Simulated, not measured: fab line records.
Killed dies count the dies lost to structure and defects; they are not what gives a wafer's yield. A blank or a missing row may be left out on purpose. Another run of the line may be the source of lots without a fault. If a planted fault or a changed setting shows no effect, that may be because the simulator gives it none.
Split-lot study ; flow n5 finfet ; 39 wafers read from 7 lots, route of 1938 steps

## THE SPLIT ITSELF
At N5_SD_EPI_N_EPI_21 (deposits Si:P, time 690 s), the setting epi growth time s was moved away from the recipe's 690 s on 15 of the 39 wafers read, by -47.4% to +52.2%. For the rest of the wafers, this setting stayed at what the recipe calls for.

## FROM SPLIT TO READING: 1 step shown by the file between the two
- N5_SD_EPI_N_EPI_MEAS_23

## THE READING
Si-P_of_SD_EPI_N_EPI_21.thk nm (the simulator's own value, which no gauge read), in nm, at N5_SD_EPI_N_PRECLEAN_24 (cleans in O3/DIW, time 60 s). The file does not state a usual value for it. The 24 wafers here that ran the recipe average 58.5 nm, standard deviation 0.68 nm.

wafer;tool, chamber at the split;epi growth time s as run, s;against the recipe;Si-P_of_SD_EPI_N_EPI_21.thk nm, nm;against lot-mates on the recipe
L076.1;epi rpcvd-03, 0;1050;+52.2%;78;+20.0
L076.2;epi rpcvd-03, 0;1050;+52.2%;78.8;+20.8
L076.3;epi rpcvd-03, 0;690;recipe;58;-
L076.4;epi rpcvd-03, 0;690;recipe;58.2;-
L076.5;epi rpcvd-03, 0;1050;+52.2%;78.4;+20.4
L076.6;epi rpcvd-03, 0;690;recipe;57.8;-
L081.1;epi rpcvd-04, 0;950;+37.7%;73.4;+14.9
L081.2;epi rpcvd-04, 0;690;recipe;57.8;-
L081.3;epi rpcvd-04, 0;950;+37.7%;72.8;+14.3
L081.4;epi rpcvd-04, 0;690;recipe;58.8;-
L081.6;epi rpcvd-04, 0;690;recipe;58.8;-
L081.5;epi rpcvd-04, 0;950;+37.7%;73;+14.5
L082.3;epi rpcvd-01, 0;690;recipe;59.2;-
L082.4;epi rpcvd-01, 0;690;recipe;59.8;-
L082.5;epi rpcvd-01, 0;690;recipe;59;-
L083.1;epi rpcvd-01, 0;690;recipe;59.2;-
L083.2;epi rpcvd-01, 0;690;recipe;58.4;-
L083.4;epi rpcvd-01, 0;690;recipe;58.4;-
L083.3;epi rpcvd-01, 0;690;recipe;58;-
L083.5;epi rpcvd-01, 0;690;recipe;59.6;-
L083.6;epi rpcvd-01, 0;690;recipe;57.8;-
L084.1;epi rpcvd-01, 0;890.5;+29.1%;69.4;+11.8
L084.2;epi rpcvd-01, 0;690;recipe;56.8;-
L084.3;epi rpcvd-01, 0;690;recipe;58;-
L084.5;epi rpcvd-01, 0;690;recipe;58;-
L084.4;epi rpcvd-01, 0;890.5;+29.1%;70.2;+12.6
L084.6;epi rpcvd-01, 0;890.5;+29.1%;69.2;+11.6
L090.1;epi rpcvd-04, 0;690;recipe;58.8;-
L090.2;epi rpcvd-04, 0;690;recipe;58.4;-
L090.4;epi rpcvd-04, 0;690;recipe;58.4;-
L090.3;epi rpcvd-04, 0;425.9;-38.3%;39.2;-19.3
L090.5;epi rpcvd-04, 0;425.9;-38.3%;39;-19.5
L090.6;epi rpcvd-04, 0;425.9;-38.3%;39.8;-18.7
L091.1;epi rpcvd-01, 0;362.6;-47.4%;32.8;-26.2
L091.2;epi rpcvd-01, 0;690;recipe;58.6;-
L091.3;epi rpcvd-01, 0;362.6;-47.4%;33.2;-25.8
L091.4;epi rpcvd-01, 0;690;recipe;59;-
L091.5;epi rpcvd-01, 0;362.6;-47.4%;33.4;-25.6
L091.6;epi rpcvd-01, 0;690;recipe;59.4;-

FIT RESULTS
A straight line over all 39 wafers: Si-P_of_SD_EPI_N_EPI_21.thk nm changes by +0.446 nm for each +1% of epi growth time s; r = +0.99; the points scatter about the line by 1.6 nm.
The same after taking each lot's own level away (the mean of its wafers on the recipe; 39 wafers): +0.455 nm for each +1%; r = +0.99; scatter 1.5 nm.
That fit puts the effect of the largest move of epi growth time s on the reading at 24 nm.
The span of the lots' own levels, 57.60 to 59.33 nm, comes to 2.6 times the standard deviation stated above.
So the lot-to-lot level changes the slope little: the two slopes agree.
Check: with one of the wafers moved furthest among these (+52.2%) left out of the fit, the line predicts +23.1 nm for it against its lot-mates. Against them it came out at +20 nm.

## OTHER SPLITS ON THESE WAFERS
Other splits were also applied to these wafers ahead of the reading. Each is held against what the fit with the lots' levels taken away leaves over:
other split on the same wafers;wafers away from the commonest value;r with Si-P_of_SD_EPI_N_EPI_21.thk nm (lot level and that fit taken away)
N5_FIN_SAQP_PECVD_06 time s;9;-0.05

## THE WHOLE CHAIN: every reading that the file lists as answering this split, in the file's order
step;what it does;reading;change (the file's fit);r (the file's)
N5_SD_EPI_N_EPI_21;deposits Si:P, time 690 s;Si-P_of_SD_EPI_N_EPI_21.thk nm (the simulator's own value, which no gauge read);+0.455 nm for each +1% of the setting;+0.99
N5_SD_EPI_N_EPI_MEAS_23;;thk nm;withheld for each +1% of the setting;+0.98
N5_SD_EPI_N_PRECLEAN_24;cleans in O3/DIW, time 60 s;Si-P_of_SD_EPI_N_EPI_21.thk nm (the simulator's own value, which no gauge read);+0.451 nm for each +1% of the setting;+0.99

## THE FILE'S OWN FIT
Si-P_of_SD_EPI_N_EPI_21.thk nm changes by +0.451 nm for each +1% of epi growth time s, r = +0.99.
